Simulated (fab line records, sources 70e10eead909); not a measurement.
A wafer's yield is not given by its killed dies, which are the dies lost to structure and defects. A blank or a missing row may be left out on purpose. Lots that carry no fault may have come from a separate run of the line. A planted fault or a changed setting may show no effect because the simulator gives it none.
Code-filled problem report in 8D (eight disciplines) form | flow nand_harc | the parts of the form that need people (team, actions taken, sign-off) are left out

## 1. WHAT WENT WRONG
killed_dies at NHARC_END_SORT_01 reads a mean of 288 on 2 wafers of 2 lots; wafers without a fault read 66 with a standard deviation of 23. That puts it +9.7 standard deviations away from the usual mean.
The first sign was on wafer L775.3 at day 29 08:53, on prober-01. At this step, 18 wafers from 6 lots have a number in the record. Rule for "out", or "out of limits": more than 4 standard deviations from the usual mean. Any other wafer with a number is counted as sound.

## 2. WHAT IT IS; WHAT IT IS NOT
question                    | is                           | is not
which readings at this step | killed_dies, killed_at_array | killed_at_other, killed_at_periphery, killed_open, killed_short
which lots                  | L775, L777                   | L766, L769, L776, L784
which wafers of those lots  | L775.3, L777.2               | L775.5, L775.6, L777.3, L777.5
read on which gauges        | prober-01                    | prober-02
when                        | from day 29 08:53            | up to then (7 sound wafers); but 9 sound wafers of L775, L776, L777, L784 came after

## 3. THE SUSPECTS, EACH WITH WHAT RULES IT OUT
Counting: a tool at a process step up to the reading stays a suspect if it ran every lot that is out. Sound lots after the first of them don't rule it out here, since some wafers of a struck lot are sound.
- the gauge at NHARC_END_SORT_01 has been ruled out. All the wafers that are out were read on prober-01, but those of them that NHARC_A_STAIRCASE_ETCH_201 has rows for are out there too, on other tools.
- rie_diel-06 at NHARC_A_STAIRCASE_TRIM_196 (chemistry O2, time 211.2 s): kept. It ran every lot that is out, first L775 (day 20 19:24); its last sound lot up to then is L769 (day 17 17:02).
- rie_diel-06 at NHARC_A_STAIRCASE_ETCH_199 (etches the open film in C4F8/O2, target depth 100 nm, time 40.5 s): kept. It ran every lot that is out, first L775 (day 20 20:06); its last sound lot up to then is L769 (day 17 18:31). Because NHARC_A_STAIRCASE_ETCH_199 lacks a start for some lots, the hours and order of its lots are taken from NHARC_A_STAIRCASE_ETCH_201.
- rie_diel-06 at NHARC_A_STAIRCASE_ETCH_201 (etches the open film in C4F8/O2, target depth 100 nm, time 40.5 s): kept. It ran every lot that is out, first L775 (day 20 20:06); its last sound lot up to then is L769 (day 17 18:31). On those wafers its own readings are out: oes_product_au.
- rie_diel-06 at NHARC_A_STAIRCASE_TRIM_202 (chemistry O2, time 211.2 s): kept. It ran every lot that is out, first L775 (day 29 08:53); its last sound lot up to then is L769 (day 26 11:14). Because NHARC_A_STAIRCASE_TRIM_202 lacks a start for some lots, the hours and order of its lots are taken from NHARC_END_SORT_01.
- rie_diel-06, NHARC_A_STAIRCASE_ETCH_201: wafers that are out in chamber 0, sound lot-mates in chambers 2, 3.
- rie_diel-06, NHARC_A_STAIRCASE_TRIM_202: wafers that are out in chamber 3, sound lot-mates in chambers 0, 1, 2.
Left after counting: rie_diel-06 at NHARC_A_STAIRCASE_TRIM_196, rie_diel-06 at NHARC_A_STAIRCASE_ETCH_199, rie_diel-06 at NHARC_A_STAIRCASE_ETCH_201, rie_diel-06 at NHARC_A_STAIRCASE_TRIM_202.

## 4. THE CAUSE (what the simulator had put in)
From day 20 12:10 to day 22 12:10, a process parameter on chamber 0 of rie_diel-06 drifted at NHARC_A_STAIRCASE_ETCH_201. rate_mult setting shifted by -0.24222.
Counting left 4 suspects, and this tool is among them.

## 5. THE EFFECT CHAIN, in route order
Rows list readings where the struck wafers' mean (over those with a number) sits beyond 3 standard deviations from the usual. Scope: only readings with a usual standard deviation given in the record; hours: median across lots of the time from each lot's start at the first step in this table that gives one to its start at this step; sigmas: change in usual standard deviations.
hours | step                       | reading         | usual      | on struck wafers | change | sigmas
0     | NHARC_A_STAIRCASE_ETCH_201 | oes_product_au  | 0.941 a.u. | 0.802            | -0.139 | -9.3
205   | NHARC_END_SORT_01          | killed_at_array | 61         | 286              | +224   | +9.4
205   | NHARC_END_SORT_01          | killed_dies     | 66         | 288              | +222   | +9.7
It contains these process steps:
- NHARC_A_STAIRCASE_ETCH_201: etches the open film in C4F8/O2, target depth 100 nm, time 40.5 s.

## 6. WHAT WOULD HAVE CAUGHT IT SOONER
Counted from the fault's start at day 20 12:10, it took 213 hours until the first out-of-limits reading at a measuring or inspecting step in this record, taken at day 29 08:53.
The tool's own readings at NHARC_A_STAIRCASE_ETCH_201 were out on every struck wafer that the step has a row for (oes_product_au): an alarm limit on them would have fired on the first of those.
Lots out: 2; all had begun NHARC_A_STAIRCASE_ETCH_201 on rie_diel-06 by day 29 08:53. Had the tool been put on hold then, not one of them would have been saved.
